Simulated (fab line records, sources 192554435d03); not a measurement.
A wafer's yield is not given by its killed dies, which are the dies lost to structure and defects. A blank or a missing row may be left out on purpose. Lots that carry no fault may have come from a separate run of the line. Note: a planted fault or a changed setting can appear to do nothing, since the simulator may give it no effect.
fab line records :: flow n5-finfet :: part 2 of 2: steps 21 to 26 of 26
record:
  lots: 5
  wafers: 15
  last-day: 17
route steps=1938 shown BEOL_M7@1276
lots untouched by any fault: they come from a run of this same line in which no faults occurred
start-h: hours from the record's opening day to when the first of the lot's shown wafers began :: wait-h: time in hours since the lot's previous step :: " unchanged from the row above :: L1.1+2: a single row standing in for several wafers :: - either no value or no given start :: * or withheld: withheld :: < > ~ a bound
route shown NAME@n: a module of which the file shows steps, and the number in the route of the first :: usual: mean/standard deviation taken from wafers without a fault :: same: alike in all rows :: chamber/n: place in a boat :: sites: readings site by site :: _std_site: the values' standard deviation :: _edge_site: mean of outer sites minus mean of inner sites :: radius-mm: for every site, how far away it sits from the centre of the wafer :: mask NAME#n: copy n :: behind: the most recent tool/chamber to have shaped the wafer :: hold: why the lot was held/for how many hours/how that ended :: device: the n, p or np transistor that did not switch :: end of line: at the end of the route, the tests of the same wafers :: for a step that has no rows: nothing shown but its recipe :: killed: at the first sort, the dies lost to defects and structure; wafer yield is something else :: map: a wafer's dies, x killed, . not, _ none there
set.NAME: setting as actually run; set.NAME@STEP: the setting as run at that earlier step :: model.NAME: the simulator's own value behind a step, which no gauge read
lots seen at some steps along the route; tables by step, rows by wafer
services: when a tool's chamber went out of use (start-h, in hours from the record's first day, below 0 if earlier), for how many hours, and the reason
== steps ==
step: N5_BEOL_M7_CD_MEAS_28
recipe:
  target-cd-nm: 40
  landing-energy-ev: 500
  detector: se-inlens
usual:
  cd-nm: 40.04/0.22
lot.wafer: L074.1
tool: cd-sem-03
chamber: 0
start-h: 234.78
wait-h: -
cd-nm: 40.07

lot.wafer: L074.2
tool: cd-sem-03
chamber: 0
start-h: 234.78
wait-h: -
cd-nm: 40.09

lot.wafer: L074.6
tool: cd-sem-03
chamber: 0
start-h: 234.78
wait-h: -
cd-nm: 39.81

lot.wafer: L076.2
tool: cd-sem-01
chamber: 0
start-h: 270.29
wait-h: -
cd-nm: 40.65

lot.wafer: L076.3
tool: cd-sem-01
chamber: 0
start-h: 270.29
wait-h: -
cd-nm: 40.30

lot.wafer: L076.5
tool: cd-sem-01
chamber: 0
start-h: 270.29
wait-h: -
cd-nm: 40.13

lot.wafer: L081.2
tool: cd-sem-02
chamber: 0
start-h: 299.49
wait-h: -
cd-nm: 40.08

lot.wafer: L081.5
tool: cd-sem-02
chamber: 0
start-h: 299.49
wait-h: -
cd-nm: 40.06

lot.wafer: L081.6
tool: cd-sem-02
chamber: 0
start-h: 299.49
wait-h: -
cd-nm: 39.57

lot.wafer: L085.1
tool: cd-sem-01
chamber: 0
start-h: 320.78
wait-h: -
cd-nm: 40.47

lot.wafer: L085.2
tool: cd-sem-01
chamber: 0
start-h: 320.78
wait-h: -
cd-nm: 39.60

lot.wafer: L085.5
tool: cd-sem-01
chamber: 0
start-h: 320.78
wait-h: -
cd-nm: 39.71

lot.wafer: L086.1
tool: cd-sem-01
chamber: 0
start-h: 322.61
wait-h: -
cd-nm: 40.00

lot.wafer: L086.4
tool: cd-sem-01
chamber: 0
start-h: 322.61
wait-h: -
cd-nm: 40.03

lot.wafer: L086.5
tool: cd-sem-01
chamber: 0
start-h: 322.61
wait-h: -
cd-nm: 40.21
step: N5_BEOL_M7_OVL_MEAS_29
recipe:
  points-per-wafer: 522
usual:
  V6_OVL: 0.4/0.67
lot.wafer: L074.1
tool: overlay-01
chamber: 0
start-h: 234.81
wait-h: 0.0
V6_OVL[nm]: 0.4

lot.wafer: L074.2
tool: overlay-01
chamber: 0
start-h: 234.81
wait-h: 0.0
V6_OVL[nm]: -0.6

lot.wafer: L074.6
tool: overlay-01
chamber: 0
start-h: 234.81
wait-h: 0.0
V6_OVL[nm]: 0.5

lot.wafer: L076.2
tool: overlay-01
chamber: 0
start-h: 270.33
wait-h: 0.0
V6_OVL[nm]: 0.2

lot.wafer: L076.3
tool: overlay-01
chamber: 0
start-h: 270.33
wait-h: 0.0
V6_OVL[nm]: -0.8

lot.wafer: L076.5
tool: overlay-01
chamber: 0
start-h: 270.33
wait-h: 0.0
V6_OVL[nm]: -0.2

lot.wafer: L081.2
tool: overlay-02
chamber: 0
start-h: 299.53
wait-h: 0.0
V6_OVL[nm]: 0.4

lot.wafer: L081.5
tool: overlay-02
chamber: 0
start-h: 299.53
wait-h: 0.0
V6_OVL[nm]: 0.9

lot.wafer: L081.6
tool: overlay-02
chamber: 0
start-h: 299.53
wait-h: 0.0
V6_OVL[nm]: -0.1

lot.wafer: L085.1
tool: overlay-01
chamber: 0
start-h: 320.81
wait-h: 0.0
V6_OVL[nm]: 0.9

lot.wafer: L085.2
tool: overlay-01
chamber: 0
start-h: 320.81
wait-h: 0.0
V6_OVL[nm]: 0.4

lot.wafer: L085.5
tool: overlay-01
chamber: 0
start-h: 320.81
wait-h: 0.0
V6_OVL[nm]: 0.4

lot.wafer: L086.1
tool: overlay-02
chamber: 0
start-h: 322.64
wait-h: 0.0
V6_OVL[nm]: 0.1

lot.wafer: L086.4
tool: overlay-02
chamber: 0
start-h: 322.64
wait-h: 0.0
V6_OVL[nm]: 0.5

lot.wafer: L086.5
tool: overlay-02
chamber: 0
start-h: 322.64
wait-h: 0.0
V6_OVL[nm]: 0.5
step: N5_BEOL_M7_INSPECT_30
recipe:
  mode: adi
  inspect-instrument: brightfield
usual:
  raw-defect-count: 405/84
lot.wafer: L074.1
tool: defect-inspect-01
chamber: -
start-h: 234.86
wait-h: 0.1
raw-defect-count: 524

lot.wafer: L074.2
tool: defect-inspect-01
chamber: -
start-h: 234.86
wait-h: 0.1
raw-defect-count: 382

lot.wafer: L074.6
tool: defect-inspect-01
chamber: -
start-h: 234.86
wait-h: 0.1
raw-defect-count: 388

lot.wafer: L076.2
tool: defect-inspect-02
chamber: -
start-h: 270.38
wait-h: 0.0
raw-defect-count: 251

lot.wafer: L076.3
tool: defect-inspect-02
chamber: -
start-h: 270.38
wait-h: 0.0
raw-defect-count: 295

lot.wafer: L076.5
tool: defect-inspect-02
chamber: -
start-h: 270.38
wait-h: 0.0
raw-defect-count: 270

lot.wafer: L081.2
tool: defect-inspect-01
chamber: -
start-h: 299.58
wait-h: 0.0
raw-defect-count: 518

lot.wafer: L081.5
tool: defect-inspect-01
chamber: -
start-h: 299.58
wait-h: 0.0
raw-defect-count: 413

lot.wafer: L081.6
tool: defect-inspect-01
chamber: -
start-h: 299.58
wait-h: 0.0
raw-defect-count: 463

lot.wafer: L085.1
tool: defect-inspect-01
chamber: -
start-h: 320.86
wait-h: 0.1
raw-defect-count: 426

lot.wafer: L085.2
tool: defect-inspect-01
chamber: -
start-h: 320.86
wait-h: 0.1
raw-defect-count: 348

lot.wafer: L085.5
tool: defect-inspect-01
chamber: -
start-h: 320.86
wait-h: 0.1
raw-defect-count: 366

lot.wafer: L086.1
tool: defect-inspect-01
chamber: -
start-h: 322.70
wait-h: 0.1
raw-defect-count: 344

lot.wafer: L086.4
tool: defect-inspect-01
chamber: -
start-h: 322.70
wait-h: 0.1
raw-defect-count: 270

lot.wafer: L086.5
tool: defect-inspect-01
chamber: -
start-h: 322.70
wait-h: 0.1
raw-defect-count: 320
step: N5_BEOL_M7_DESCUM_33
recipe:
  chemistry: O2
  time-s: 7
  source-power-w: 50
  bias-power-w: 20
  pressure-mtorr: 20
  rf-frequency-hz: 2.712e+07
  temp-c: 40
  resist: CAR-EUV
  o2-flow-sccm: 225
usual:
  drypump-motor-current-A: 6.0/0.55
  o2-flow-sccm: 225.0/0.71
  oes-product-au: 0.79/0.076
  rf-vpp-V: 243.2/1.4
  showerhead-plenum-p-Torr: 2.09/0.068
  throttle-valve-pct: 20.57/0.2
lot.wafer: L074.1
tool: rie-diel-06
chamber: 0
start-h: 235.16
wait-h: 0.3
drypump-motor-current-A: 6.4
o2-flow-sccm: 226.0
oes-product-au: 0.69
rf-hours-counter-h: 235
rf-vpp-V: 245.3
showerhead-plenum-p-Torr: 2.16
throttle-valve-pct: 20.82

lot.wafer: L074.2
tool: rie-diel-06
chamber: 2
start-h: 235.16
wait-h: 0.3
drypump-motor-current-A: 6.4
o2-flow-sccm: 223.9
oes-product-au: 0.77
rf-hours-counter-h: 162
rf-vpp-V: 241.5
showerhead-plenum-p-Torr: 2.00
throttle-valve-pct: 20.50

lot.wafer: L074.6
tool: rie-diel-06
chamber: 2
start-h: 235.16
wait-h: 0.3
drypump-motor-current-A: 6.4
o2-flow-sccm: 224.7
oes-product-au: 0.76
rf-hours-counter-h: -
rf-vpp-V: 243.0
showerhead-plenum-p-Torr: 2.00
throttle-valve-pct: 20.50

lot.wafer: L076.2
tool: rie-diel-03
chamber: 1
start-h: 270.42
wait-h: 0.0
drypump-motor-current-A: 6.1
o2-flow-sccm: 225.4
oes-product-au: 0.72
rf-hours-counter-h: 177
rf-vpp-V: 240.7
showerhead-plenum-p-Torr: 2.00
throttle-valve-pct: 20.08

lot.wafer: L076.3
tool: rie-diel-03
chamber: 3
start-h: 270.42
wait-h: 0.0
drypump-motor-current-A: 5.3
o2-flow-sccm: 225.2
oes-product-au: 0.86
rf-hours-counter-h: 66
rf-vpp-V: 241.6
showerhead-plenum-p-Torr: 2.12
throttle-valve-pct: 20.54

lot.wafer: L076.5
tool: rie-diel-03
chamber: 1
start-h: 270.42
wait-h: 0.0
drypump-motor-current-A: 6.1
o2-flow-sccm: 224.3
oes-product-au: 0.73
rf-hours-counter-h: -
rf-vpp-V: 241.8
showerhead-plenum-p-Torr: 2.00
throttle-valve-pct: 20.11

lot.wafer: L081.2
tool: rie-diel-01
chamber: 2
start-h: 299.62
wait-h: 0.0
drypump-motor-current-A: 6.4
o2-flow-sccm: 224.6
oes-product-au: 0.85
rf-hours-counter-h: 52
rf-vpp-V: 246.5
showerhead-plenum-p-Torr: 2.20
throttle-valve-pct: 20.58

lot.wafer: L081.5
tool: rie-diel-01
chamber: 2
start-h: 299.62
wait-h: 0.0
drypump-motor-current-A: 6.4
o2-flow-sccm: 225.7
oes-product-au: 0.85
rf-hours-counter-h: -
rf-vpp-V: 246.0
showerhead-plenum-p-Torr: 2.20
throttle-valve-pct: 20.58

lot.wafer: L081.6
tool: rie-diel-01
chamber: 1
start-h: 299.62
wait-h: 0.0
drypump-motor-current-A: 6.2
o2-flow-sccm: 225.1
oes-product-au: 0.73
rf-hours-counter-h: -
rf-vpp-V: 242.5
showerhead-plenum-p-Torr: 2.10
throttle-valve-pct: 20.56

lot.wafer: L085.1
tool: rie-diel-01
chamber: 2
start-h: 320.99
wait-h: 0.1
drypump-motor-current-A: 6.4
o2-flow-sccm: 224.3
oes-product-au: 0.84
rf-hours-counter-h: 59
rf-vpp-V: 243.4
showerhead-plenum-p-Torr: 2.20
throttle-valve-pct: 20.60

lot.wafer: L085.2
tool: rie-diel-01
chamber: 3
start-h: 320.99
wait-h: 0.1
drypump-motor-current-A: 6.0
o2-flow-sccm: 224.0
oes-product-au: 0.87
rf-hours-counter-h: 48
rf-vpp-V: 243.1
showerhead-plenum-p-Torr: 2.04
throttle-valve-pct: 20.54

lot.wafer: L085.5
tool: rie-diel-01
chamber: 0
start-h: 320.99
wait-h: 0.1
drypump-motor-current-A: 6.6
o2-flow-sccm: 224.8
oes-product-au: 0.76
rf-hours-counter-h: -
rf-vpp-V: 241.5
showerhead-plenum-p-Torr: 2.02
throttle-valve-pct: 20.88

lot.wafer: L086.1
tool: rie-diel-03
chamber: 0
start-h: 323.09
wait-h: 0.4
drypump-motor-current-A: 5.5
o2-flow-sccm: 225.5
oes-product-au: 0.68
rf-hours-counter-h: 233
rf-vpp-V: 241.6
showerhead-plenum-p-Torr: 2.07
throttle-valve-pct: 20.78

lot.wafer: L086.4
tool: rie-diel-03
chamber: 1
start-h: 323.09
wait-h: 0.4
drypump-motor-current-A: 6.1
o2-flow-sccm: 225.4
oes-product-au: 0.70
rf-hours-counter-h: 188
rf-vpp-V: 241.9
showerhead-plenum-p-Torr: 2.00
throttle-valve-pct: 20.11

lot.wafer: L086.5
tool: rie-diel-03
chamber: 1
start-h: 323.09
wait-h: 0.4
drypump-motor-current-A: 6.1
o2-flow-sccm: 224.9
oes-product-au: 0.72
rf-hours-counter-h: -
rf-vpp-V: 240.4
showerhead-plenum-p-Torr: 2.00
throttle-valve-pct: 20.12
step: N5_BEOL_M7_ETCH_72
recipe:
  chemistry: N2/H2
  target: underlayer
  target-depth-a: 65
  mask-material: CAR-EUV
  time-s: 5.2
  ion-energy-ev: 200
  pressure-mtorr: 30
  source-w: 840
  bias-w: 150
  n2-flow-sccm: 200
  h2-flow-sccm: 200
  ends: cleared
usual:
  drypump-motor-current-A: 6.0/0.55
  etch-rf-on-time-s: 5.17/0.088
  oes-product-au: 0.67/0.065
  rf-vpp-V: 523.6/2.6
  showerhead-plenum-p-Torr: 2.53/0.087
  throttle-valve-pct: 17.99/0.18
lot.wafer: L074.1
tool: rie-diel-06
chamber: 0
start-h: 235.20
wait-h: 0.0
drypump-motor-current-A: 6.4
etch-rf-on-time-s: 5.25
oes-product-au: 0.59
rf-hours-counter-h: 235
rf-vpp-V: 525.4
showerhead-plenum-p-Torr: 2.61
throttle-valve-pct: 18.28

lot.wafer: L074.2
tool: rie-diel-06
chamber: 2
start-h: 235.20
wait-h: 0.0
drypump-motor-current-A: 6.4
etch-rf-on-time-s: 5.18
oes-product-au: 0.63
rf-hours-counter-h: 162
rf-vpp-V: 520.5
showerhead-plenum-p-Torr: 2.43
throttle-valve-pct: 17.99

lot.wafer: L074.6
tool: rie-diel-06
chamber: 2
start-h: 235.20
wait-h: 0.0
drypump-motor-current-A: 6.4
etch-rf-on-time-s: 5.20
oes-product-au: 0.65
rf-hours-counter-h: -
rf-vpp-V: 521.2
showerhead-plenum-p-Torr: 2.43
throttle-valve-pct: 17.97

lot.wafer: L076.2
tool: rie-diel-03
chamber: 1
start-h: 270.45
wait-h: 0.0
drypump-motor-current-A: 6.1
etch-rf-on-time-s: 5.17
oes-product-au: 0.61
rf-hours-counter-h: 177
rf-vpp-V: 521.7
showerhead-plenum-p-Torr: 2.43
throttle-valve-pct: 17.66

lot.wafer: L076.3
tool: rie-diel-03
chamber: 3
start-h: 270.45
wait-h: 0.0
drypump-motor-current-A: 5.3
etch-rf-on-time-s: 5.30
oes-product-au: 0.72
rf-hours-counter-h: 66
rf-vpp-V: 524.7
showerhead-plenum-p-Torr: 2.58
throttle-valve-pct: 17.93

lot.wafer: L076.5
tool: rie-diel-03
chamber: 1
start-h: 270.45
wait-h: 0.0
drypump-motor-current-A: 6.1
etch-rf-on-time-s: 5.13
oes-product-au: 0.62
rf-hours-counter-h: -
rf-vpp-V: 523.2
showerhead-plenum-p-Torr: 2.43
throttle-valve-pct: 17.66

lot.wafer: L081.2
tool: rie-diel-01
chamber: 2
start-h: 299.65
wait-h: 0.0
drypump-motor-current-A: 6.4
etch-rf-on-time-s: 5.06
oes-product-au: 0.72
rf-hours-counter-h: 52
rf-vpp-V: 527.3
showerhead-plenum-p-Torr: 2.70
throttle-valve-pct: 18.15

lot.wafer: L081.5
tool: rie-diel-01
chamber: 2
start-h: 299.65
wait-h: 0.0
drypump-motor-current-A: 6.4
etch-rf-on-time-s: 5.04
oes-product-au: 0.73
rf-hours-counter-h: -
rf-vpp-V: 527.1
showerhead-plenum-p-Torr: 2.70
throttle-valve-pct: 18.17

lot.wafer: L081.6
tool: rie-diel-01
chamber: 1
start-h: 299.65
wait-h: 0.0
drypump-motor-current-A: 6.3
etch-rf-on-time-s: 5.25
oes-product-au: 0.62
rf-hours-counter-h: -
rf-vpp-V: 523.4
showerhead-plenum-p-Torr: 2.53
throttle-valve-pct: 17.90

lot.wafer: L085.1
tool: rie-diel-01
chamber: 2
start-h: 321.02
wait-h: 0.0
drypump-motor-current-A: 6.4
etch-rf-on-time-s: 5.02
oes-product-au: 0.72
rf-hours-counter-h: 59
rf-vpp-V: 527.8
showerhead-plenum-p-Torr: 2.69
throttle-valve-pct: 18.16

lot.wafer: L085.2
tool: rie-diel-01
chamber: 3
start-h: 321.02
wait-h: 0.0
drypump-motor-current-A: 6.0
etch-rf-on-time-s: 5.07
oes-product-au: 0.75
rf-hours-counter-h: 48
rf-vpp-V: 521.8
showerhead-plenum-p-Torr: 2.47
throttle-valve-pct: 17.88

lot.wafer: L085.5
tool: rie-diel-01
chamber: 0
start-h: 321.02
wait-h: 0.0
drypump-motor-current-A: 6.6
etch-rf-on-time-s: 5.24
oes-product-au: 0.65
rf-hours-counter-h: -
rf-vpp-V: 521.2
showerhead-plenum-p-Torr: 2.44
throttle-valve-pct: 18.23

lot.wafer: L086.1
tool: rie-diel-03
chamber: 0
start-h: 323.12
wait-h: 0.0
drypump-motor-current-A: 5.6
etch-rf-on-time-s: 5.30
oes-product-au: 0.58
rf-hours-counter-h: 233
rf-vpp-V: 521.6
showerhead-plenum-p-Torr: 2.50
throttle-valve-pct: 18.13

lot.wafer: L086.4
tool: rie-diel-03
chamber: 1
start-h: 323.12
wait-h: 0.0
drypump-motor-current-A: 6.2
etch-rf-on-time-s: 5.24
oes-product-au: 0.61
rf-hours-counter-h: 188
rf-vpp-V: 519.4
showerhead-plenum-p-Torr: 2.42
throttle-valve-pct: 17.70

lot.wafer: L086.5
tool: rie-diel-03
chamber: 1
start-h: 323.12
wait-h: 0.0
drypump-motor-current-A: 6.1
etch-rf-on-time-s: 5.15
oes-product-au: 0.61
rf-hours-counter-h: -
rf-vpp-V: 520.1
showerhead-plenum-p-Torr: 2.42
throttle-valve-pct: 17.69
step: N5_BEOL_M7_ETCH_65
recipe:
  chemistry: CF4
  target: SiARC
  target-depth-a: 156
  mask-material: CAR-EUV
  time-s: 26
  ion-energy-ev: 80
  pressure-mtorr: 40
  source-w: 545
  bias-w: 36
  Ar_flow_sccm: 100
  cf4-flow-sccm: 100
  ends: cleared
usual:
  drypump-motor-current-A: 6.0/0.55
  etch-rf-on-time-s: 25.9/0.46
  oes-product-au: 0.68/0.066
  rf-vpp-V: 183.9/1.2
  showerhead-plenum-p-Torr: 2.14/0.069
  throttle-valve-pct: 15.72/0.19
lot.wafer: L074.1
tool: rie-diel-06
chamber: 0
start-h: 235.21
wait-h: 0.0
drypump-motor-current-A: 6.4
etch-rf-on-time-s: 25.9
oes-product-au: 0.60
rf-hours-counter-h: 235
rf-vpp-V: 185.2
showerhead-plenum-p-Torr: 2.20
throttle-valve-pct: 16.01

lot.wafer: L074.2
tool: rie-diel-06
chamber: 2
start-h: 235.21
wait-h: 0.0
drypump-motor-current-A: 6.4
etch-rf-on-time-s: 25.8
oes-product-au: 0.65
rf-hours-counter-h: 162
rf-vpp-V: 183.0
showerhead-plenum-p-Torr: 2.06
throttle-valve-pct: 15.72

lot.wafer: L074.6
tool: rie-diel-06
chamber: 2
start-h: 235.21
wait-h: 0.0
drypump-motor-current-A: 6.4
etch-rf-on-time-s: 26.0
oes-product-au: 0.65
rf-hours-counter-h: -
rf-vpp-V: 182.9
showerhead-plenum-p-Torr: 2.06
throttle-valve-pct: 15.70

lot.wafer: L076.2
tool: rie-diel-03
chamber: 1
start-h: 270.47
wait-h: 0.0
drypump-motor-current-A: 6.1
etch-rf-on-time-s: 25.5
oes-product-au: 0.62
rf-hours-counter-h: 177
rf-vpp-V: 183.6
showerhead-plenum-p-Torr: 2.05
throttle-valve-pct: 15.33

lot.wafer: L076.3
tool: rie-diel-03
chamber: 3
start-h: 270.47
wait-h: 0.0
drypump-motor-current-A: 5.4
etch-rf-on-time-s: 26.0
oes-product-au: 0.72
rf-hours-counter-h: 66
rf-vpp-V: 185.8
showerhead-plenum-p-Torr: 2.16
throttle-valve-pct: 15.63

lot.wafer: L076.5
tool: rie-diel-03
chamber: 1
start-h: 270.47
wait-h: 0.0
drypump-motor-current-A: 6.1
etch-rf-on-time-s: 25.3
oes-product-au: 0.62
rf-hours-counter-h: -
rf-vpp-V: 182.9
showerhead-plenum-p-Torr: 2.05
throttle-valve-pct: 15.32

lot.wafer: L081.2
tool: rie-diel-01
chamber: 2
start-h: 299.67
wait-h: 0.0
drypump-motor-current-A: 6.4
etch-rf-on-time-s: 25.1
oes-product-au: 0.73
rf-hours-counter-h: 52
rf-vpp-V: 184.9
showerhead-plenum-p-Torr: 2.26
throttle-valve-pct: 15.81

lot.wafer: L081.5
tool: rie-diel-01
chamber: 2
start-h: 299.67
wait-h: 0.0
drypump-motor-current-A: 6.4
etch-rf-on-time-s: 25.0
oes-product-au: 0.73
rf-hours-counter-h: -
rf-vpp-V: 186.8
showerhead-plenum-p-Torr: 2.26
throttle-valve-pct: 15.80

lot.wafer: L081.6
tool: rie-diel-01
chamber: 1
start-h: 299.67
wait-h: 0.0
drypump-motor-current-A: 6.3
etch-rf-on-time-s: 26.0
oes-product-au: 0.63
rf-hours-counter-h: -
rf-vpp-V: 185.0
showerhead-plenum-p-Torr: 2.13
throttle-valve-pct: 15.67

lot.wafer: L085.1
tool: rie-diel-01
chamber: 2
start-h: 321.04
wait-h: 0.0
drypump-motor-current-A: 6.4
etch-rf-on-time-s: 25.2
oes-product-au: 0.72
rf-hours-counter-h: 59
rf-vpp-V: 185.1
showerhead-plenum-p-Torr: 2.26
throttle-valve-pct: 15.82

lot.wafer: L085.2
tool: rie-diel-01
chamber: 3
start-h: 321.04
wait-h: 0.0
drypump-motor-current-A: 6.0
etch-rf-on-time-s: 25.3
oes-product-au: 0.75
rf-hours-counter-h: 48
rf-vpp-V: 183.1
showerhead-plenum-p-Torr: 2.09
throttle-valve-pct: 15.65

lot.wafer: L085.5
tool: rie-diel-01
chamber: 0
start-h: 321.04
wait-h: 0.0
drypump-motor-current-A: 6.6
etch-rf-on-time-s: 26.6
oes-product-au: 0.65
rf-hours-counter-h: -
rf-vpp-V: 183.4
showerhead-plenum-p-Torr: 2.06
throttle-valve-pct: 15.98

lot.wafer: L086.1
tool: rie-diel-03
chamber: 0
start-h: 323.14
wait-h: 0.0
drypump-motor-current-A: 5.6
etch-rf-on-time-s: 26.3
oes-product-au: 0.59
rf-hours-counter-h: 233
rf-vpp-V: 184.0
showerhead-plenum-p-Torr: 2.12
throttle-valve-pct: 15.97

lot.wafer: L086.4
tool: rie-diel-03
chamber: 1
start-h: 323.14
wait-h: 0.0
drypump-motor-current-A: 6.1
etch-rf-on-time-s: 25.3
oes-product-au: 0.62
rf-hours-counter-h: 188
rf-vpp-V: 182.6
showerhead-plenum-p-Torr: 2.04
throttle-valve-pct: 15.34

lot.wafer: L086.5
tool: rie-diel-03
chamber: 1
start-h: 323.14
wait-h: 0.0
drypump-motor-current-A: 6.1
etch-rf-on-time-s: 25.8
oes-product-au: 0.61
rf-hours-counter-h: -
rf-vpp-V: 182.2
showerhead-plenum-p-Torr: 2.04
throttle-valve-pct: 15.34
== services ==
tool: euv-scanner-01
chamber: -
start-h: 217.13
hours: 1.0
kind: pm

tool: rie-diel-06
chamber: 1
start-h: 221.29
hours: -
kind: clean

tool: rie-diel-06
chamber: 1
start-h: 221.29
hours: -
kind: consumable-replace:esc

tool: rie-diel-06
chamber: 1
start-h: 221.29
hours: -
kind: consumable-replace:focus-ring

tool: rie-diel-06
chamber: 1
start-h: 221.29
hours: 25.2
kind: scheduled-down

tool: rie-diel-06
chamber: 1
start-h: 221.29
hours: 25.2
kind: vent-cycle

tool: rie-diel-01
chamber: 2
start-h: 247.05
hours: 9.9
kind: repair

tool: euv-scanner-02
chamber: -
start-h: 250.77
hours: 1.0
kind: pm

tool: euv-scanner-01
chamber: -
start-h: 273.28
hours: 1.0
kind: pm

tool: litho-track-04
chamber: -
start-h: 275.06
hours: -
kind: consumable-replace:filter

tool: euv-scanner-01
chamber: -
start-h: 275.82
hours: 5.8
kind: pm

tool: rie-metal-01
chamber: -
start-h: 279.51
hours: 0.5
kind: repair

tool: rie-diel-06
chamber: 3
start-h: 281.08
hours: 5.0
kind: repair

tool: rie-diel-06
chamber: 1
start-h: 284.55
hours: 4.9
kind: repair

tool: litho-track-04
chamber: -
start-h: 288.46
hours: -
kind: consumable-replace:filter

tool: rie-diel-06
chamber: 0
start-h: 289.47
hours: -
kind: clean

tool: rie-diel-06
chamber: 0
start-h: 289.47
hours: -
kind: consumable-replace:focus-ring

tool: euv-scanner-02
chamber: -
start-h: 289.88
hours: 1.2
kind: repair

tool: rie-diel-03
chamber: -
start-h: 293.56
hours: 16.0
kind: repair

tool: rie-metal-01
chamber: 1
start-h: 294.19
hours: 6.5
kind: repair

tool: euv-scanner-01
chamber: -
start-h: 305.28
hours: 0.5
kind: repair

tool: euv-scanner-02
chamber: -
start-h: 306.92
hours: 1.0
kind: pm

tool: euv-scanner-01
chamber: -
start-h: 317.05
hours: 4.6
kind: pm

tool: euv-scanner-02
chamber: -
start-h: 321.65
hours: 5.8
kind: pm
